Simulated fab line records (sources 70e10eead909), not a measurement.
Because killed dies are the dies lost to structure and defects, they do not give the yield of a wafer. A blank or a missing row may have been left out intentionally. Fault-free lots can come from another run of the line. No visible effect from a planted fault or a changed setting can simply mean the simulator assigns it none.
fab line records	flow nandHarc
record: lots: 12	wafers: 36	lastDay: 33
route steps=1302 shown P_ZERO_WELL@61 P_GATE@111 END@1302
lots that met no fault: from a run of the same line without faults
startH: hours from the record's first day to the start of the lot's first wafer shown	waitH: hours from the lot's prior step to this one	" as in the row above	L1.1+2: a single row standing in for several wafers	- either no value or no given start	* or withheld: withheld	< > ~ a bound
route shown NAME@n: NAME is a module with steps in the file, n the number in the route of the first one	usual: mean/standard deviation taken from wafers without a fault	same: alike in all rows	chamber/n: place in a boat	sites: each site's reading	_std_site: their standard deviation	_edge_site: inner sites' mean taken away from outer sites' mean	radiusMm: for every site, how far away it sits from the centre of the wafer	mask NAME#n: copy n	behind: the last tool/chamber to shape the wafer	hold: why the lot went on hold/how many hours it stayed there/how the hold came to an end	device: whichever transistor did not switch (one of n, p or np)	end of line: tests run on the same wafers once the route is complete	a step given without rows: its recipe and nothing more	killed: dies lost to structure and defects at the first sort, not the wafer's yield	map: the dies of a wafer, with x for killed, . for not killed, _ for no die there
set.NAME: the setting as run; set.NAME@STEP: as run at that earlier step	model.NAME: the simulator's own value behind a step, which no gauge read
steps of the route over a sample of lots; a table a step, a row a wafer
services: the hour from which a tool's chamber was out of use, counted from the record's first day as startH (under 0 if before that day), plus the number of hours and why
== steps ==
step: NHARC_P_ZERO_WELL_DESCUM_54
recipe: timeS: 3	o2FlowSccm: 200	arFlowSccm: 0	biasPowerW: 0	chemistry: O2
usual: drypumpMotorCurrentA: 5.8/0.35	o2FlowSccm: 199.9/0.59	oesProductAu: 1.002/0.013	rfVppV: 57.8/0.95	showerheadPlenumPTorr: 1.92/0.088	throttleValvePct: 11.311/0.0077
lot.wafer	tool	chamber	startH	waitH	drypumpMotorCurrentA	o2FlowSccm	oesProductAu	rfHoursCounterH	rfVppV	showerheadPlenumPTorr	throttleValvePct
L548.4	rieDiel-13	0	35.65	-	5.9	200.1	0.995	9	58.0	2.00	11.308
L548.1	"	3	"	"	5.1	199.0	1.011	10	57.6	1.84	11.310
L548.5	"	1	"	"	5.5	200.1	1.007	-	57.8	2.02	11.313
L550.4	rieDiel-01	3	56.01	-	6.3	200.3	0.984	11	56.0	1.83	11.309
L550.5	"	0	"	"	5.9	200.5	0.992	-	57.5	1.97	11.323
L550.6	"	1	"	"	5.6	199.9	1.006	-	57.9	2.02	11.303
L552.3	rieDiel-01	0	77.96	-	5.9	199.4	0.986	18	58.0	1.97	11.315
L552.4	"	2	"	"	5.9	200.8	0.984	17	57.5	1.91	11.311
L552.5	"	1	"	"	5.7	200.5	0.990	-	60.2	2.01	11.330
L558.3	rieDiel-01	2	136.13	-	5.9	200.1	0.994	35	58.0	1.90	11.308
L558.6	"	1	"	"	5.7	200.4	1.008	-	59.4	2.01	11.310
L558.5	"	2	"	"	5.9	201.3	0.999	-	57.8	1.90	11.325
L561.3	rieDiel-03	2	166.02	-	6.2	200.0	0.980	19	58.2	1.83	11.306
L561.1	"	0	"	"	6.1	199.7	1.002	18	54.9	1.80	11.296
L561.6	"	2	"	"	6.2	201.2	0.988	-	58.6	1.83	11.313
L562.3	rieDiel-13	2	175.79	-	6.1	199.5	1.024	0	58.3	2.06	11.312
L562.2	"	1	"	"	5.6	199.7	0.992	0	57.4	2.01	11.306
L562.5	"	2	"	"	6.1	199.8	1.010	-	59.0	2.06	11.324
L563.4	rieDiel-03	1	185.78	-	5.7	200.2	0.997	20	56.4	1.95	11.307
L563.3	"	2	"	"	6.1	199.8	0.989	23	59.4	1.83	11.319
L563.2	"	3	"	"	5.4	199.0	1.015	22	57.9	1.85	11.315
L565.2	rieDiel-13	2	206.00	-	6.0	200.4	1.013	11	58.5	2.05	11.311
L565.1	"	3	"	"	5.1	199.2	0.995	11	57.8	1.83	11.298
L565.5	"	2	"	"	6.0	199.7	1.020	-	57.9	2.06	11.311
L566.4	rieDiel-01	0	215.90	-	5.9	199.5	1.011	1	58.0	1.96	11.311
L566.2	"	1	"	"	5.7	200.6	1.010	1	57.7	2.00	11.315
L566.5	"	3	"	"	6.3	199.7	0.988	-	57.4	1.82	11.312
L567.3	rieDiel-01	1	226.22	-	5.6	200.3	0.997	6	58.9	2.00	11.312
L567.4	"	2	"	"	5.9	200.2	1.007	6	57.6	1.89	11.316
L567.6	"	2	"	"	5.9	200.7	1.006	-	57.4	1.89	11.315
L568.3	rieDiel-03	1	236.18	-	5.7	201.1	1.011	37	58.2	1.95	11.332
L568.5	"	3	"	"	5.4	199.6	1.021	-	56.9	1.84	11.306
L568.6	"	0	"	"	6.1	200.0	1.011	-	56.9	1.79	11.323
L569.2	rieDiel-03	1	246.14	-	5.7	198.9	1.003	42	56.2	1.95	11.304
L569.1	"	2	"	"	6.2	200.1	0.990	39	57.1	1.82	11.322
L569.5	"	0	"	"	6.1	199.8	1.018	-	56.1	1.79	11.321
step: NHARC_P_GATE_PRECLEAN_70
recipe: timeS: *	tempC: 50	bathAgeMin: 0	chemistry: SC1
usual: runLengthS: *	sc1H2o2EndMolL: 0.3698/0.00071
lot.wafer	tool	chamber	startH	waitH	runLengthS	sc1H2o2EndMolL
L548.1	wetBench-07	0	84.09	0.1	*	0.3700
L548.5	"	3	"	"	*	0.3703
L548.4	"	4	"	"	*	0.3691
L550.4	wetBench-07	0	99.65	0.1	*	0.3700
L550.5	"	1	"	"	*	0.3696
L550.6	"	5	"	"	*	0.3708
L552.3	wetBench-01	3	127.41	0.1	*	0.3695
L552.5	"	6	"	"	*	0.3698
L552.4	"	0	"	"	*	0.3699
L558.3	wetBench-07	1	182.64	0.1	*	0.3714
L558.6	"	2	"	"	*	0.3691
L558.5	"	6	"	"	*	0.3702
L562.5	wetBench-01	5	219.09	0.1	*	0.3693
L562.2	"	6	"	"	*	0.3694
L562.3	"	0	"	"	*	0.3701
L561.6	wetBench-07	2	219.09	0.1	*	0.3684
L561.3	"	3	"	"	*	0.3705
L561.1	"	5	"	"	*	0.3690
L563.3	wetBench-05	4	232.52	0.1	*	0.3702
L563.4	"	6	"	"	*	0.3690
L563.2	"	7	"	"	*	0.3701
L565.2	wetBench-05	7	250.51	0.1	*	0.3695
L565.1	"	1	"	"	*	0.3706
L565.5	"	2	"	"	*	0.3709
L566.4	wetBench-01	2	263.55	0.1	*	0.3700
L566.2	"	5	"	"	*	0.3697
L566.5	"	7	"	"	*	0.3696
L567.6	wetBench-05	7	270.87	0.1	*	0.3682
L567.3	"	0	"	"	*	0.3694
L567.4	"	1	"	"	*	0.3708
L568.6	wetBench-07	6	282.74	0.1	*	0.3694
L568.3	"	7	"	"	*	0.3694
L568.5	"	2	"	"	*	0.3692
L569.2	wetBench-05	5	293.47	0.1	*	0.3695
L569.5	"	6	"	"	*	0.3695
L569.1	"	7	"	"	*	0.3700
step: NHARC_P_GATE_CD_MEAS_11
recipe: targetCdNm: 1640	landingEnergyEv: 500
usual: cdNm: 1640.3/2.3
lot.wafer	tool	chamber	startH	waitH	cdNm
L548.1	cdSem-03	0	92.68	-	1638.8
L548.4	"	0	"	"	1638.5
L548.5	"	0	"	"	1642.8
L550.4	cdSem-03	0	108.31	-	1642.8
L550.5	"	0	"	"	1640.1
L550.6	"	0	"	"	1638.5
L552.3	cdSem-02	0	135.44	-	1638.1
L552.4	"	0	"	"	1640.8
L552.5	"	0	"	"	1636.1
L558.3	cdSem-02	0	192.78	-	1642.2
L558.5	"	0	"	"	1642.4
L558.6	"	0	"	"	1640.4
L562.2	cdSem-01	0	227.42	-	1638.3
L562.3	"	0	"	"	1637.1
L562.5	"	0	"	"	1642.9
L561.1	cdSem-03	0	227.58	-	1638.7
L561.3	"	0	"	"	1643.0
L561.6	"	0	"	"	1639.2
L563.2	cdSem-03	0	241.00	-	1643.2
L563.3	"	0	"	"	1642.1
L563.4	"	0	"	"	1644.9
L565.1	cdSem-03	0	260.84	-	1640.7
L565.2	"	0	"	"	1634.5
L565.5	"	0	"	"	1638.3
L566.2	cdSem-02	0	271.68	-	1638.0
L566.4	"	0	"	"	1642.9
L566.5	"	0	"	"	1641.4
L567.3	cdSem-02	0	279.27	-	1635.8
L567.4	"	0	"	"	1639.6
L567.6	"	0	"	"	1639.1
L568.3	cdSem-01	0	292.62	-	1640.7
L568.5	"	0	"	"	1643.7
L568.6	"	0	"	"	1641.7
L569.1	cdSem-01	0	301.95	-	1642.9
L569.2	"	0	"	"	1639.6
L569.5	"	0	"	"	1636.6
step: NHARC_P_GATE_DESCUM_48
recipe: timeS: 3	o2FlowSccm: 200	arFlowSccm: 0	biasPowerW: 0	chemistry: O2
usual: drypumpMotorCurrentA: 5.4/0.39	o2FlowSccm: 200.0/0.65	oesProductAu: 0.996/0.011	rfVppV: 57.7/0.9	showerheadPlenumPTorr: 1.93/0.078	throttleValvePct: 11.312/0.0093
lot.wafer	tool	chamber	startH	waitH	drypumpMotorCurrentA	o2FlowSccm	oesProductAu	rfHoursCounterH	rfVppV	showerheadPlenumPTorr	throttleValvePct
L548.4	rieDiel-02	3	123.28	-	5.3	200.5	1.002	2.6	59.1	2.00	11.306
L548.1	"	2	"	"	4.9	200.3	0.987	3.0	58.1	2.00	11.330
L548.5	"	0	"	"	5.2	201.0	0.989	-	57.5	2.01	11.309
L550.4	rieDiel-02	3	146.89	-	5.2	200.4	1.003	4.4	57.7	2.00	11.308
L550.6	"	2	"	"	4.9	201.3	0.993	-	57.8	2.00	11.300
L550.5	"	3	"	"	5.2	199.8	1.004	-	59.3	2.00	11.314
L552.3	rieDiel-02	1	161.93	-	5.7	200.5	1.012	6.2	57.1	1.94	11.302
L552.4	"	2	"	"	4.9	199.3	0.994	6.1	56.7	2.00	11.309
L552.5	"	3	"	"	5.3	201.3	1.008	-	58.7	2.00	11.305
L558.3	rieDiel-12	3	223.85	-	6.0	199.4	1.011	6.5	57.3	1.98	11.318
L558.5	"	1	"	"	5.2	199.8	0.990	-	56.3	1.82	11.319
L558.6	"	2	"	"	5.2	199.8	1.032	-	58.5	1.92	11.310
L561.1	rieDiel-12	1	255.47	-	5.2	200.5	0.977	6.4	56.9	1.82	11.309
L561.3	"	0	"	"	5.7	199.6	1.003	7.5	57.6	1.85	11.308
L561.6	"	2	"	"	5.2	199.8	1.018	-	57.3	1.92	11.316
L562.2	rieDiel-02	3	256.15	-	5.3	200.9	0.993	0.1	56.3	1.99	11.317
L562.3	"	1	"	"	5.7	199.8	0.978	0.0	56.7	1.94	11.310
L562.5	"	3	"	"	5.3	200.7	0.981	-	57.3	1.99	11.279
L563.4	rieDiel-08	0	271.14	-	5.9	201.1	0.994	4.3	56.9	1.81	11.324
L563.3	"	1	"	"	4.9	199.7	0.984	5.0	56.2	1.83	11.310
L563.2	"	2	"	"	5.4	200.3	0.988	4.4	57.0	1.78	11.313
L565.2	rieDiel-08	3	286.72	-	6.1	199.5	0.997	5.4	57.9	1.94	11.312
L565.1	"	0	"	"	5.9	200.0	0.989	5.9	58.9	1.81	11.311
L565.5	"	1	"	"	4.9	199.8	0.985	-	57.1	1.82	11.300
L566.4	rieDiel-02	2	298.07	-	4.9	200.0	0.993	2.4	58.9	2.00	11.315
L566.2	"	0	"	"	5.3	199.4	1.008	3.1	58.2	2.00	11.319
L566.5	"	2	"	"	4.9	199.4	0.999	-	56.9	2.00	11.312
L567.4	rieDiel-02	1	305.20	-	5.7	200.8	0.977	2.7	60.8	1.94	11.326
L567.3	"	0	"	"	5.3	200.3	0.995	3.3	59.1	2.00	11.336
L567.6	"	1	"	"	5.7	200.6	0.990	-	58.6	1.94	11.323
L568.3	rieDiel-02	1	321.55	-	5.7	199.5	0.980	4.9	58.2	1.94	11.294
L568.6	"	0	"	"	5.2	199.0	0.994	-	57.8	2.00	11.298
L568.5	"	1	"	"	5.7	199.8	0.979	-	58.0	1.94	11.312
L569.1	rieDiel-08	1	329.56	-	4.9	200.0	0.991	9.0	57.5	1.82	11.315
L569.2	"	2	"	"	5.4	199.4	1.000	7.9	55.9	1.78	11.296
L569.5	"	0	"	"	5.9	199.5	0.995	-	58.3	1.81	11.299
step: NHARC_END_SORT_01
recipe: tempC: 25
usual: killedAtArray: 54/21	killedAtOther: 0.9/1.1	killedAtPeriphery: 3.5/2.5	killedDies: 58/21	killedOpen: 3.3/1.9	killedShort: 2.6/1.8
same: grossDies: 677
lot.wafer	tool	chamber	startH	waitH	killedAtArray	killedAtOther	killedAtPeriphery	killedDies	killedOpen	killedShort
L562.2	prober-01	0	714.07	2.8	46	0	10	56	4	0
L562.3	prober-01	0	714.86	3.1	24	0	8	32	3	2
L562.5	prober-01	0	716.45	3.7	54	1	3	58	2	2
killed by level:class
L562.2 A_SLIT:chamberFilmFlake=26 A_CHANNEL_HOLE_D2:chamberFilmFlake=12 P_ZERO_WELL:chamberFilmFlake=4 A_CHANNEL_HOLE_D1:chamberFilmFlake=2 P_BONDPAD:chamberFilmFlake=2 A_CHANNEL_FILL_D2:chamberFilmFlake=2 A_CONTACT:chamberFilmFlake=2 P_GATE:geometricParticle:open=1
L562.3 A_SLIT:chamberFilmFlake=12 A_CHANNEL_HOLE_D1:chamberFilmFlake=4 A_CHANNEL_HOLE_D2:chamberFilmFlake=4 P_GATE:chamberFilmFlake=3 P_BONDPAD:chamberFilmFlake=3 P_CONTACT:geometricParticle:open=1 P_M0:geometricParticle:open=1 A_CHANNEL_FILL_D2:geometricParticle:short=1
L562.5 A_SLIT:chamberFilmFlake=28 A_CHANNEL_HOLE_D2:chamberFilmFlake=8 A_CHANNEL_HOLE_D1:chamberFilmFlake=7 A_STAIRCASE:chamberFilmFlake=4 P_BONDPAD:chamberFilmFlake=2 A_CHANNEL_FILL_D1:geometricParticle:open=1 A_CHANNEL_FILL_D1:geometricParticle:short=1 A_CHANNEL_FILL_D2:geometricParticle:open=1
== services ==
tool	chamber	startH	hours	kind
rieDiel-08	-	13.80	9.0	pm
rieDiel-01	-	26.82	9.0	pm
rieDiel-02	-	39.70	9.0	pm
rieDiel-03	2	60.08	7.6	repair
wetBench-07	-	60.77	4.0	repair
wetBench-05	-	84.80	8.0	pm
rieDiel-03	1	91.54	5.5	repair
rieDiel-13	0	93.46	15.1	repair
rieDiel-01	3	97.46	1.6	repair
rieDiel-03	-	99.57	0.6	repair
wetBench-01	-	101.67	8.0	pm
rieDiel-03	-	107.71	9.0	pm
rieDiel-02	-	130.93	0.1	repair
rieDiel-03	2	149.37	1.2	repair
rieDiel-01	1	150.19	2.9	repair
rieDiel-03	1	155.07	6.3	repair
wetBench-07	-	160.00	8.0	pm
rieDiel-01	-	168.19	0.2	repair
rieDiel-01	-	203.82	9.0	pm
rieDiel-02	-	216.70	9.0	pm
rieDiel-02	3	226.03	13.4	repair
rieDiel-01	0	232.95	9.6	repair
wetBench-05	-	260.80	8.0	pm
rieDiel-03	-	284.71	9.0	pm
== key ==
firstSign: step: NHARC_P_GATE_PRECLEAN_70	reading: runLengthS	direction: down	sigmas: 24	usual: *	struck: *
effect none on later readings
metAt NHARC_P_GATE_PRECLEAN_70
struckLots L558,L561
testerLeftOut L558,L561
notActingAt NHARC_P_ZERO_WELL_DESCUM_54,NHARC_P_GATE_CD_MEAS_11,NHARC_P_GATE_DESCUM_48
onsetBetween 99.65 182.64
fault: kind: processParameterDrift	tool: wetBench-07	chamber: -	onsetH: 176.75	steps: NHARC_P_GATE_PRECLEAN_70	channel: timeS	offset: *	shape: step	endH: 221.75	actsIn: *	stated: *
testerLeftOut: of these lots the tester's yield and bins aren't shown, on N5 and GAA mostly nor the transistor test; their killed dies are dies lost to structure and defects alone, not to doping, threshold or leakage, so they don't give the yield
